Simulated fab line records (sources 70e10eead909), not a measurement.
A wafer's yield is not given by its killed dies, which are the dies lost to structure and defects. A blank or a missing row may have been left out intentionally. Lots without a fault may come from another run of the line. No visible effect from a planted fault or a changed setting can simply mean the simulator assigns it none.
Chamber matching | flow nand_harc | 4 sister chambers for NHARC_A_CONTACT_CMP_20 on cmp-01
The step polishes, t overpolish 30 s, target thk 300 nm. 8 wafers are shown with their chamber, then 7 later ones without.

== EACH WAFER AND ITS CHAMBER ==
wafer  | chamber | motor_current_A (A) | time_to_endpoint_s (s)
L079.2 | 3       | 13.0                | 60
L084.3 | 0       | 13.1                | 53
L084.6 | 3       | 12.4                | 60
L091.1 | 0       | 13.4                | 55
L091.2 | 1       | 9.8                 | 54
L091.6 | 2       | 13.5                | 62
L089.2 | 2       | 13.5                | 64
L089.4 | 1       | 10.2                | 56

== WAFERS MISSING THEIR CHAMBER ==
wafer  | motor_current_A (A) | time_to_endpoint_s (s)
L089.6 | 9.9                 | 53
L093.3 | 12.9                | 63
L093.4 | 10.3                | 59
L093.5 | 9.7                 | 60
L095.2 | 14.1                | 55
L095.5 | 10.0                | 56
L095.6 | 12.9                | 61

== CHAMBER TAKEN BY EACH ==
wafer  | from the rows above     | in truth
L089.6 | 1                       | 1
L093.3 | can't be placed: 2 or 3 | 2
L093.4 | 1                       | 1
L093.5 | 1                       | 1
L095.2 | 0                       | 0
L095.5 | 1                       | 1
L095.6 | can't be placed: 3 or 2 | 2
Correct placement for 5 of the 7. Can't be placed from these rows: 2 (the true chamber is among the candidates in 2). Wrongly placed: 0.
How it was worked out, from the rows above alone: a wafer's distance from a chamber is the root of the sum, over the readings, of the square of ((its reading less the chamber's mean) divided by the reading's scatter). The wafer belongs to the nearest chamber; if the next one is less than 2 further off, it can't be placed. A chamber's mean is the mean of its shown wafers. The scatter is the square root of a quotient: the sum, over the shown wafers, of each reading's squared deviation from its chamber's mean, divided by wafers minus chambers.
